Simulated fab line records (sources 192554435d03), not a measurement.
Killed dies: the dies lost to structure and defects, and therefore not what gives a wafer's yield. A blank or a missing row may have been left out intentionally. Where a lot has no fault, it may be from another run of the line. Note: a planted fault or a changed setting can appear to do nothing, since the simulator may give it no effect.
Problem report, 8D (eight disciplines) form, completed by code -- flow n5_finfet -- the parts of the form that need people (team, actions taken, sign-off) are left out

== 1. THE ISSUE ==
Wafers with no fault read 413 nm with a standard deviation of 9.7, whereas trench_depth_nm at N5_BEOL_M13_OCD_MEAS_35 reads a mean of 353 nm on 1 wafer of 1 lot. Measured from the usual mean, that is -6.2 standard deviations.
The first sign was on wafer L627.4 at day 15 04:21, on ocd-01. Wafers with a number at this step in the record: 18, from 6 lots. Rule for "out" (also "out of limits"): further than 4 standard deviations from the usual mean. The other wafers with a number count as sound.

== 2. WHAT THIS IS AND IS NOT ==
question,is,is not
which readings at this step,trench_depth_nm,-
which lots,L627,"L626, L636, L639, L641, L642"
which wafers of those lots,L627.4,"L627.1, L627.6"
read on which gauges,ocd-01,ocd-02
when,from day 15 04:21,"up to then (5 sound wafers); but 12 sound wafers of L636, L639, L641, L642 came after"

== 3. SUSPECTS, AND WHAT RULES EACH OUT ==
Counting: if a tool at a process step up to the reading ran every lot that is out, it stays a suspect. Sound lots after the first of them don't rule it out here, since some wafers of a struck lot are sound.
- the gauge at N5_BEOL_M13_OCD_MEAS_35: ruled out. All the wafers that are out were read on ocd-01, but those of them that N5_BEOL_M13_THK_MEAS_50 has rows for are out there too, on other tools.
- rie_diel-05 at N5_BEOL_M12_ETCH_38 (etches SiCN in CF4/N2, target depth 68.7 nm, time 73.4 s): kept. The lot that is out, L627, ran on it at day 14 20:58; the last sound lot it ran before that was L626, at day 13 21:55.
- rie_diel-06 at N5_BEOL_M13_DESCUM_15 (chemistry O2, time 7.9 s): kept. The lot that is out, L627, ran on it at day 15 01:07; the last sound lot it ran before that was L626, at day 14 00:34.
- rie_diel-06 at N5_BEOL_M13_TRENCH_ETCH_34 (etches SiOC in C4F8/O2/Ar, target depth 413.47 nm, time 162.6 s): kept. The lot that is out, L627, ran on it at day 15 04:11; the last sound lot it ran before that was L626, at day 14 02:05.
- In rie_diel-05 at N5_BEOL_M12_ETCH_38, the wafers that are out were processed in chamber 2 and their sound lot-mates in chambers 0, 3.
- At N5_BEOL_M13_DESCUM_15 on rie_diel-06, chamber 0 took the sound wafers of the same lots and chamber 1 took the wafers that are out.
- In rie_diel-06 at N5_BEOL_M13_TRENCH_ETCH_34, the wafers that are out were processed in chamber 1 and their sound lot-mates in chambers 0, 3.
Left after counting: rie_diel-05 at N5_BEOL_M12_ETCH_38, rie_diel-06 at N5_BEOL_M13_DESCUM_15, rie_diel-06 at N5_BEOL_M13_TRENCH_ETCH_34.

== 4. THE CAUSE (what the simulator had put in) ==
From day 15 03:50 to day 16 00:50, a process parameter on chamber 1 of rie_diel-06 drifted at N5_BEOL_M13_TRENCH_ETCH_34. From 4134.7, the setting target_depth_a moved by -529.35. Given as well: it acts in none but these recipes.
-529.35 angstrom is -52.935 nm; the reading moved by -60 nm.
Of the 3 suspects that counting leaves, this tool is one.

== 5. THE EFFECT CHAIN, in route order ==
Rows list readings where the struck wafers' mean (over those with a number) sits beyond 3 standard deviations from the usual. Only readings whose record carries a usual standard deviation are examined. hours: median over the lots of the time between each lot's start at the first step of this table that gives one and its start at this step. sigmas: the change, counted in usual standard deviations.
hours,step,reading,usual,on struck wafers,change,sigmas
0,N5_BEOL_M13_OCD_MEAS_35,trench_depth_nm,413 nm,353,-60,-6.2
5,N5_BEOL_M13_THK_MEAS_50,M13_THK,427 nm,373,-54,-5.4
5,N5_BEOL_M13_RS_MEAS_54,M13_RS,0.0449 ohm/sq,0.0526,+0.0077,+7.0
18,N5_BEOL_M15_RC_MEAS_101,SERP_M13,0.310 ohm/um,0.367,+0.057,+6.6
18,N5_BEOL_M15_RC_MEAS_101,SERP_M13_max_site,0.313 ohm/um,0.373,+0.060,+6.9

== 6. WHAT WOULD HAVE CAUGHT IT SOONER ==
In this record the first reading out of limits at a measuring or inspecting step was taken at day 15 04:21, 1 hour after the fault began at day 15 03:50.
Tool readings at N5_BEOL_M13_TRENCH_ETCH_34 with a usual standard deviation given in the record: none out on any struck wafer, hence no alarm at a limit of 4 standard deviations on them.
Each of the lots that are out, 1 in all, had begun N5_BEOL_M13_TRENCH_ETCH_34 on rie_diel-06 no later than day 15 04:21. None of them would have been spared by holding the tool at that moment.
